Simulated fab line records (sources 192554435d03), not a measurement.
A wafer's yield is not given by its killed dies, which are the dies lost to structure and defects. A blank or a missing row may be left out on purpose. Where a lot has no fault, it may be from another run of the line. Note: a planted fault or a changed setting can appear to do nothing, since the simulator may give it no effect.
Split-lot trial    flow n5Finfet    7 lots, 21 wafers read, on a route of 1938 steps

## THE SPLIT ITSELF
At N5_HKMG_FIN_PEB_10 (peb time 60 s), the setting pebTimeS was moved away from the recipe's 60 s on 9 of the 21 wafers read, by -15.5% to +18.6%. For the rest of the wafers, this setting stayed at what the recipe calls for.

## BETWEEN THE SPLIT AND THE READING: the file shows 1 step in between
- N5_HKMG_FIN_DEVELOP_11: develop time 30 s

## THE READING
At N5_HKMG_FIN_CD_MEAS_12: cdNm in nanometres, against a target cd of 92.8 nm. Typical for fault-free wafers on this fab line: 92.3 nm, with standard deviation 0.83 nm.

wafer   tool, chamber at the split  pebTimeS as run, s  against the recipe  cdNm, nm  against lot-mates on the recipe
L075.1  lithoTrack-04, 0            60                  recipe              93.5      -
L075.4  lithoTrack-04, 0            69.04               +15.1%              98.3      +4.8
L075.6  lithoTrack-04, 0            69.04               +15.1%              95.2      +1.7
L076.1  lithoTrack-04, 0            60                  recipe              92.5      -
L076.2  lithoTrack-04, 0            50.69               -15.5%              85.6      -6.9
L076.5  lithoTrack-04, 0            50.69               -15.5%              85.8      -6.7
L084.1  lithoTrack-04, 0            60                  recipe              91.4      -
L084.5  lithoTrack-04, 0            60                  recipe              92.9      -
L084.6  lithoTrack-04, 0            66.03               +10.1%              95.0      +2.8
L089.3  lithoTrack-04, 0            60                  recipe              92.4      -
L089.5  lithoTrack-04, 0            60                  recipe              94.4      -
L089.6  lithoTrack-04, 0            60                  recipe              92.3      -
L094.1  lithoTrack-04, 0            60                  recipe              93.0      -
L094.4  lithoTrack-04, 0            60                  recipe              92.3      -
L094.6  lithoTrack-04, 0            71.13               +18.6%              98.4      +5.8
L095.4  lithoTrack-05, 0            60                  recipe              92.0      -
L095.5  lithoTrack-05, 0            66.16               +10.3%              95.9      +4.1
L095.6  lithoTrack-05, 0            60                  recipe              91.6      -
L097.4  lithoTrack-05, 0            68.07               +13.4%              95.6      +4.5
L097.5  lithoTrack-05, 0            68.07               +13.4%              96.4      +5.3
L097.6  lithoTrack-05, 0            60                  recipe              91.1      -

FIT RESULTS
A straight line over all 21 wafers: cdNm changes by +0.341 nm for each +1% of pebTimeS; r = +0.95; the points scatter about the line by 1 nm.
The same after taking each lot's own level away (the mean of its wafers on the recipe; 21 wafers): +0.346 nm for each +1%; r = +0.95; scatter 1 nm.
On that fit, the largest move of pebTimeS shifts the reading by 6.4 nm.
Across the lots, their own levels run from 91.10 to 93.50 nm, a range of 2.9 times the standard deviation given above.
Consequently the slope shifts little with the lot-to-lot level, the two slopes agreeing.
Check: for one of the wafers moved furthest among these (+18.6%), held out of the fit, the line's prediction against its lot-mates is +6.17 nm. It came out at +5.75 nm against them.

## FILE'S OWN FIT
cdNm changes by +0.332 nm for each +1% of pebTimeS, r = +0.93.
